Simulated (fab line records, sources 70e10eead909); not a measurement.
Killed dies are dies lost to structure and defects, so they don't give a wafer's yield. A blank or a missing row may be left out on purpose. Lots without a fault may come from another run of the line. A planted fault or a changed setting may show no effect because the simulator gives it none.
Chamber matching | flow nand_harc | NHARC_P_CONTACT_ALD_22 on ald_metal-02: 4 sister chambers
The step deposits TiN, target thk 3 nm, pulse time 1 s, ald cycles 150. 14 wafers are shown with their chamber, then 7 later ones without.

WAFERS WITH THEIR CHAMBER
wafer  | chamber | heater_power_w (W) | precursor_pulse_height_rel
L074.1 | 0       | 927                | 0.942
L074.5 | 1       | 1116               | 1.015
L074.6 | 0       | 931                | 0.982
L078.1 | 3       | 1033               | 1.003
L078.4 | 0       | 923                | 1.029
L078.5 | 2       | 1055               | 1.034
L081.1 | 1       | 1116               | 0.964
L081.3 | 0       | 924                | 1.007
L081.4 | 3       | 1075               | 0.988
L083.3 | 3       | 1063               | 0.999
L083.4 | 2       | 1044               | 0.991
L083.5 | 1       | 1099               | 1.001
L084.2 | 1       | 1123               | 1.024
L084.3 | 2       | 1050               | 1.013

SIGNATURES (means of the wafers above)
reading                    | chamber 0 | chamber 1 | chamber 2 | chamber 3 | scatter within a chamber
heater_power_w             | 926.25    | 1113.50   | 1049.67   | 1057.00   | 11.6
precursor_pulse_height_rel | 0.99000   | 1.00100   | 1.01267   | 0.99667   | 0.0271
Rule: a wafer's distance from a chamber is the root of the sum, over the readings, of the square of ((its reading less the chamber's mean) divided by the reading's scatter). The wafer belongs to the nearest chamber; if the next one is less than 2 further off, it can't be placed. The scatter: the root of (the sum of the squares of (reading less its chamber's mean) over the shown wafers, divided by (wafers less chambers)).

WAFERS WITHOUT THEIR CHAMBER
wafer  | heater_power_w (W) | precursor_pulse_height_rel
L084.6 | 1059               | 1.028
L091.1 | 945                | 1.007
L091.3 | 1074               | 0.985
L091.4 | 1109               | 0.988
L094.3 | 1013               | 1.022
L094.5 | 1106               | 1.004
L094.6 | 1050               | 1.015

WHICH CHAMBER EACH WENT THROUGH
wafer  | from the rows above          | in truth
L084.6 | can't be placed: 2 or 3      | 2
L091.1 | 0                            | 0
L091.3 | can't be placed: 3 or 2 or 1 | 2
L091.4 | 1                            | 1
L094.3 | can't be placed: 2 or 3      | 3
L094.5 | 1                            | 1
L094.6 | can't be placed: 2 or 3      | 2
Placed correctly: 3 of 7. Can't be placed from these rows: 4 (the true chamber is among the candidates in 4). Placed wrongly: 0.
